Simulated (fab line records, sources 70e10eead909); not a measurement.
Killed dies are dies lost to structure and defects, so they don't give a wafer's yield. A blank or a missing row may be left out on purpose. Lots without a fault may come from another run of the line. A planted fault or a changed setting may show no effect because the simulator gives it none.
Chamber matching | flow nand_harc | NHARC_P_STI_ETCH_15 on rie_si-01: 4 sister chambers
The step etches the open film in HBr/Cl2, target depth 300 nm, time 100.1 s. 8 wafers are shown with their chamber, then 7 later ones without.

WAFERS WITH THEIR CHAMBER
wafer  | chamber | drypump_motor_current_A (A) | throttle_valve_pct (%)
L083.2 | 2       | 6.1                         | 26.402
L088.3 | 3       | 4.7                         | 26.403
L088.4 | 1       | 6.4                         | 26.414
L088.1 | 2       | 6.1                         | 26.403
L088.2 | 0       | 5.4                         | 26.409
L088.5 | 3       | 4.7                         | 26.412
L092.4 | 1       | 6.5                         | 26.420
L092.5 | 0       | 5.4                         | 26.407

WAFERS WITHOUT THEIR CHAMBER
wafer  | drypump_motor_current_A (A) | throttle_valve_pct (%)
L092.6 | 4.7                         | 26.395
L093.1 | 4.7                         | 26.411
L093.2 | 5.4                         | 26.403
L093.3 | 6.4                         | 26.404
L093.4 | 6.1                         | 26.407
L093.5 | 5.4                         | 26.402
L093.6 | 4.7                         | 26.389

WHICH CHAMBER EACH WENT THROUGH
wafer  | from the rows above | in truth
L092.6 | 3                   | 3
L093.1 | 3                   | 3
L093.2 | 0                   | 0
L093.3 | 1                   | 1
L093.4 | 2                   | 2
L093.5 | 0                   | 0
L093.6 | 3                   | 3
Placed correctly: 7 of 7. Can't be placed from these rows: 0. Placed wrongly: 0.
How it was worked out, from the rows above alone: a wafer's distance from a chamber is the root of the sum, over the readings, of the square of ((its reading less the chamber's mean) divided by the reading's scatter). The wafer belongs to the nearest chamber; if the next one is less than 2 further off, it can't be placed. A chamber's mean is the mean of its shown wafers. The scatter: the root of (the sum of the squares of (reading less its chamber's mean) over the shown wafers, divided by (wafers less chambers)).
